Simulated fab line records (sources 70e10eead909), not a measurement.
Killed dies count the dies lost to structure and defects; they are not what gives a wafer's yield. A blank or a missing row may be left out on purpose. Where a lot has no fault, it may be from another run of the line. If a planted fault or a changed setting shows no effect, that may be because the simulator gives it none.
Check of tool commonality + flow nand_harc + 30 wafers sampled across 10 lots

## REASON IT WAS OPENED
On 1 of the 10 lots, a flag is raised at NHARC_P_GATE_CD_MEAS_46 on the reading cd_nm. No-fault wafers: 718.8 nm, standard deviation 2.2.
Rule: a lot is flagged in two cases, either no wafer of it has a number, or all its wafers with numbers fall more than 4 standard deviations from that mean. The other lots count as sound.

| lot  | measured     | on        | cd_nm (nm), wafer by wafer | flag    |
|------|--------------|-----------|----------------------------|---------|
| L982 | day 5 22:09  | cd_sem-01 | 715.4 716.1 715.0          |         |
| L986 | day 7 07:43  | cd_sem-03 | 718.5 716.9 716.0          |         |
| L987 | day 7 17:00  | cd_sem-03 | 716.8 716.0 719.7          |         |
| L991 | day 9 01:28  | cd_sem-01 | 716.5 716.8 719.7          |         |
| L992 | day 9 16:50  | cd_sem-02 | 695.7 700.1 697.8          | FLAGGED |
| L996 | day 11 14:57 | cd_sem-02 | 717.4 720.8 720.9          |         |
| L101 | day 13 16:48 | cd_sem-01 | 716.1 716.3 719.9          |         |
| L102 | day 13 20:43 | cd_sem-01 | 719.9 721.3 723.4          |         |
| L103 | day 14 08:16 | cd_sem-03 | 719.3 721.6 724.6          |         |
| L105 | day 14 22:43 | cd_sem-02 | 717.3 718.1 717.6          |         |
The mean of the flagged lots' numbers is 697.9 nm, -20.9 nm from the usual (-10 standard deviations).

## EACH LOT AND THE TOOL IT RAN ON
The record holds 3 process steps before the reading, out of a route of 1302 steps. Each cell gives the tool, then ch followed by the chambers the sampled wafers passed through, then the start.
| lot  | flag    | NHARC_P_GATE_ETCH_104              | NHARC_P_GATE_STRIP_108             | NHARC_P_GATE_EXPOSE_43            |
|------|---------|------------------------------------|------------------------------------|-----------------------------------|
| L982 |         | rie_diel-01 ch 0,1,2, day 5 10:28  | rie_diel-10 ch 0,2,3, day 5 11:02  | krf_scanner-01 ch 0, day 5 22:00  |
| L986 |         | rie_diel-10 ch 0,1, day 6 20:01    | rie_diel-01 ch 0,1,2, day 6 20:32  | krf_scanner-02 ch 0, day 7 07:34  |
| L987 |         | rie_diel-01 ch 0,1,2, day 7 03:11  | rie_diel-13 ch 0,1,3, day 7 03:46  | krf_scanner-04 ch 0, day 7 16:51  |
| L991 |         | rie_diel-10 ch 0,1,2, day 8 13:43  | rie_diel-01 ch 0,1,3, day 8 14:16  | krf_scanner-01 ch 0, day 9 01:19  |
| L992 | FLAGGED | rie_diel-13 ch 0,2,3, day 9 04:40  | rie_diel-13 ch 1,2, day 9 05:12    | krf_scanner-01 ch 0, day 9 16:41  |
| L996 |         | rie_diel-13 ch 1,2,3, day 11 03:09 | rie_diel-13 ch 0,1,3, day 11 03:45 | krf_scanner-01 ch 0, day 11 14:48 |
| L101 |         | rie_diel-10 ch 2,3, day 13 05:10   | rie_diel-13 ch 1,2,3, day 13 05:42 | krf_scanner-01 ch 0, day 13 16:38 |
| L102 |         | rie_diel-01 ch 0,2,3, day 13 09:03 | rie_diel-01 ch 0,1,3, day 13 09:37 | krf_scanner-01 ch 0, day 13 20:33 |
| L103 |         | rie_diel-13 ch 1,2,3, day 13 20:37 | rie_diel-10 ch 2,3, day 13 21:09   | krf_scanner-02 ch 0, day 14 08:07 |
| L105 |         | rie_diel-01 ch 0,1,3, day 14 11:05 | rie_diel-10 ch 0,1,2, day 14 11:37 | krf_scanner-04 ch 0, day 14 22:34 |
What the steps here do:
- NHARC_P_GATE_ETCH_104: etches the open film in CF4/CHF3, target depth 60 nm.
- NHARC_P_GATE_STRIP_108: strips in O2.
- NHARC_P_GATE_EXPOSE_43: exposes mask P NSD, target cd 720 nm.
- NHARC_P_GATE_CD_MEAS_46: target cd 720 nm.

## FLAGGED AGAINST TOTAL, ONE TOOL AT A TIME (gauges that did the reading follow at the end)
| step                    | tool           | lots run | flagged | share of the flagged lots | sound lots run after its first flagged lot |
|-------------------------|----------------|----------|---------|---------------------------|--------------------------------------------|
| NHARC_P_GATE_ETCH_104   | rie_diel-01    | 4        | 0       | none                      | -                                          |
| NHARC_P_GATE_ETCH_104   | rie_diel-10    | 3        | 0       | none                      | -                                          |
| NHARC_P_GATE_ETCH_104   | rie_diel-13    | 3        | 1       | all                       | 2 (L996,L103)                              |
| NHARC_P_GATE_STRIP_108  | rie_diel-01    | 3        | 0       | none                      | -                                          |
| NHARC_P_GATE_STRIP_108  | rie_diel-10    | 3        | 0       | none                      | -                                          |
| NHARC_P_GATE_STRIP_108  | rie_diel-13    | 4        | 1       | all                       | 2 (L996,L101)                              |
| NHARC_P_GATE_EXPOSE_43  | krf_scanner-01 | 6        | 1       | all                       | 3 (L996,L101,L102)                         |
| NHARC_P_GATE_EXPOSE_43  | krf_scanner-02 | 2        | 0       | none                      | -                                          |
| NHARC_P_GATE_EXPOSE_43  | krf_scanner-04 | 2        | 0       | none                      | -                                          |
| NHARC_P_GATE_CD_MEAS_46 | cd_sem-01      | 4        | 0       | none                      | -                                          |
| NHARC_P_GATE_CD_MEAS_46 | cd_sem-02      | 3        | 1       | all                       | 2 (L996,L105)                              |
| NHARC_P_GATE_CD_MEAS_46 | cd_sem-03      | 3        | 0       | none                      | -                                          |

## THE TABLE: WHAT IT ALLOWS
4 rows of the table ran every flagged lot: rie_diel-13 at NHARC_P_GATE_ETCH_104, rie_diel-13 at NHARC_P_GATE_STRIP_108, krf_scanner-01 at NHARC_P_GATE_EXPOSE_43, cd_sem-02 at NHARC_P_GATE_CD_MEAS_46.
- rie_diel-13 at NHARC_P_GATE_ETCH_104 ran 3 lots, 1 of them flagged. Sound lots followed the first flagged one (L996, L103) on it, something a lasting fault affecting the whole tool could not allow.
- rie_diel-13 at NHARC_P_GATE_STRIP_108 ran 4 lots, 1 of them flagged. Sound lots followed the first flagged one (L996, L101) on it, something a lasting fault affecting the whole tool could not allow.
- krf_scanner-01 at NHARC_P_GATE_EXPOSE_43 ran 6 lots, 1 of them flagged. Sound lots followed the first flagged one (L996, L101, L102) on it, something a lasting fault affecting the whole tool could not allow.
- cd_sem-02 at NHARC_P_GATE_CD_MEAS_46 ran 3 lots, 1 of them flagged. Sound lots followed the first flagged one (L996, L105) on it, something a lasting fault affecting the whole tool could not allow.
No row of the table ran every flagged lot and no sound lot after the first.

## WHAT WAS PUT IN BY THE SIMULATOR
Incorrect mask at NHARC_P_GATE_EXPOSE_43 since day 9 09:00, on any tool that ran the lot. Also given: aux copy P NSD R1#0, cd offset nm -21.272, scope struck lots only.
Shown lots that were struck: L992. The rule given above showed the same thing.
